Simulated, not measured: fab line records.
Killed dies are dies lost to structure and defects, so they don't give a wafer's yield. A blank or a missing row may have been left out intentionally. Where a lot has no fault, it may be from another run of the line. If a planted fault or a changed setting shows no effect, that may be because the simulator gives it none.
Comparing a struck lot with a sound one :: flow nand-harc :: 25 steps out of a route of 1159
Sound: the wafers L384.1, L384.4, L384.5. The struck wafers were L390.3, L390.4, L390.5. The cause comes at the end.
For every step that has rows: the tool of each side, followed by ch and its chambers, followed by its first start. Under that, the readings that differ: sound wafers :: struck wafers :: difference of the means :: sigmas: that difference in standard deviations of wafers without a fault.
alike: words and numbers the same on both sides, and readings whose means are apart by under 2 such deviations; not compared: readings that were withheld, readings missing a value for some wafer, numbers with overlapping values and no deviation given by the record, and bounds like >300 which may hide the same value.
Wherever a step has rows on one side only, a row that says differs or no value, or a row with sigmas, the two part there. Numbers that don't overlap but have no deviation are shown without sigmas and don't part them. A reading that every wafer of one side lacks parts them only if that side has two wafers or more.

first, 4 steps without rows for these wafers: NHARC_P_GATE_PRECLEAN_71 (cleans in SC1); NHARC_P_GATE_SRD_72; NHARC_P_GATE_OXIDE_16 (material SiO2, target thk 3 nm, ox time 392 s); NHARC_P_GATE_CVD_17 (deposits poly-Si, target thk 150 nm, time 900 s).
NHARC_P_GATE_HM_DEP_102: deposits aC, target thk 120 nm.
  sound on acl-dep-01 ch 0, day 6 05:47; struck on acl-dep-03 ch 0, day 7 22:49
  alike: throttle-valve-pct
then, 7 steps without rows for these wafers: NHARC_P_GATE_DEP_103 (deposits SiON, target thk 30 nm); NHARC_P_GATE_DEHYDRATE_18 (time 120 s); NHARC_P_GATE_HMDS_19 (time 30 s); NHARC_P_GATE_COAT_20 (resist thk 90 nm); NHARC_P_GATE_SOFTBAKE_21 (time 55 s); NHARC_P_GATE_EBR_22; NHARC_P_GATE_EXPOSE_23 (exposes mask P GATE, target cd 120 nm).
NHARC_P_GATE_PEB_24: peb time 65 s.
  sound on litho-track-04 ch 0, day 6 07:04; struck on litho-track-06 ch 0, day 7 23:55
reading: heater-power-total-W (W)
sound: 155.9 157.1 156.7
struck: 152.0 152.5 151.8
difference: -4.5
sigmas: -11

reading: plate-temp-C (C)
sound: 100.09 100.01 99.95
struck: 98.08 98.21 98.28
difference: -1.83
sigmas: -14
  alike: chill-plate-temp-C
then, 1 step without rows for these wafers: NHARC_P_GATE_DEVELOP_25 (develop time 35 s).
NHARC_P_GATE_CD_MEAS_26: the cd target is 120 nm.
  sound on cd-sem-03 ch 0, day 6 07:08; struck on cd-sem-02 ch 0, day 7 23:59
reading: cd-nm (nm)
sound: 120.1 120.3 119.7
struck: 127.5 127.3 127.1
difference: +7.3
sigmas: +13
NHARC_P_GATE_OVL_MEAS_27:
  sound on overlay-02 at day 6 07:14; struck on overlay-02 at day 8 00:05
  alike: overlay-x-nm, overlay-y-nm
NHARC_P_GATE_INSPECT_28:
  sound on defect-inspect-02 at day 6 07:16; struck on defect-inspect-01 at day 8 00:07
  alike: raw-defect-count
NHARC_P_GATE_DESCUM_31: chemistry O2, time 3 s.
  sound on rie-diel-02 ch 2,3, day 6 07:21; struck on rie-diel-12 ch 0,1,3, day 8 00:12
reading: model.P_GATE.cd-nm (nm)
sound: 120 120.2 120.2
struck: 127.5 126.8 127.1
difference: +7.0
sigmas: 
  alike: drypump-motor-current-A, oes-product-au, rf-vpp-V, showerhead-plenum-p-Torr, throttle-valve-pct
  not compared: rf-hours-counter-h
NHARC_P_GATE_ETCH_104: etches the open film in CF4/CHF3, target depth 60 nm.
  sound on rie-diel-02 ch 2,3, day 6 07:26; struck on rie-diel-12 ch 1,2,3, day 8 00:17
reading: throttle-valve-pct (%)
sound: 16.812 16.819 16.820
struck: 16.795 16.793 16.810
difference: -0.018
sigmas: -2
  alike: drypump-motor-current-A, oes-product-au, rf-vpp-V, showerhead-plenum-p-Torr
NHARC_P_GATE_HM_OPEN_105: chemistry O2/COS, target depth 360 nm.
  sound on rie-diel-02 ch 1,2; struck on rie-diel-12 ch 0,1,2
  alike: drypump-motor-current-A, oes-product-au, rf-vpp-V, showerhead-plenum-p-Torr, throttle-valve-pct
  not compared: rf-hours-counter-h
then, 1 step without rows for these wafers: NHARC_P_GATE_STRIP_106 (strips in O2/COS).
NHARC_P_GATE_ETCH_114: etches the open film in CF4/O2, target depth 30 nm, overetch 3 nm, time 16.5 s.
  sound on rie-diel-02 ch 1,2; struck on rie-diel-12 ch 0,1,2
  alike: drypump-motor-current-A, oes-product-au, rf-vpp-V, showerhead-plenum-p-Torr, throttle-valve-pct
  not compared: rf-hours-counter-h
NHARC_P_GATE_ETCH_32: etches the open film in HBr/Cl2, target depth 150 nm, time 100.1 s.
  sound on rie-si-04 ch 0,1, day 6 07:56; struck on rie-si-03 ch 0,1,2, day 8 00:50
reading: model.P_GATE.cd-nm (nm)
sound: 121.4 122.9 121.8
struck: 129.8 126.6 129.9
difference: +6.7
sigmas: 
  alike: drypump-motor-current-A, oes-product-au, throttle-valve-pct
  not compared: rf-hours-counter-h
NHARC_P_GATE_STRIP_108: strips in O2.
  sound on rie-diel-12 ch 1,3, day 6 08:06; struck on rie-diel-02 ch 0,1,3, day 8 00:58
  alike: drypump-motor-current-A, oes-product-au, rf-vpp-V, showerhead-plenum-p-Torr, throttle-valve-pct
  not compared: rf-hours-counter-h
-- break in the record here, with 14 days between the starts of the struck wafers on either side (left off in module P_GATE, picked up again in module END, where the first step shown is number 1159 on the route) --
NHARC_END_SORT_01:
  at this point the record logs the struck wafers (prober-01 ch 0, day 22 04:36) and has no rows for the sound ones

== WHERE THEY PART ==
Last at NHARC_END_SORT_01 as far as this record goes, first at NHARC_P_GATE_PEB_24.

WHY: whatever the simulator had introduced
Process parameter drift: litho-track-06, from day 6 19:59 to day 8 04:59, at NHARC_P_GATE_PEB_24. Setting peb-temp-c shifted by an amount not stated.
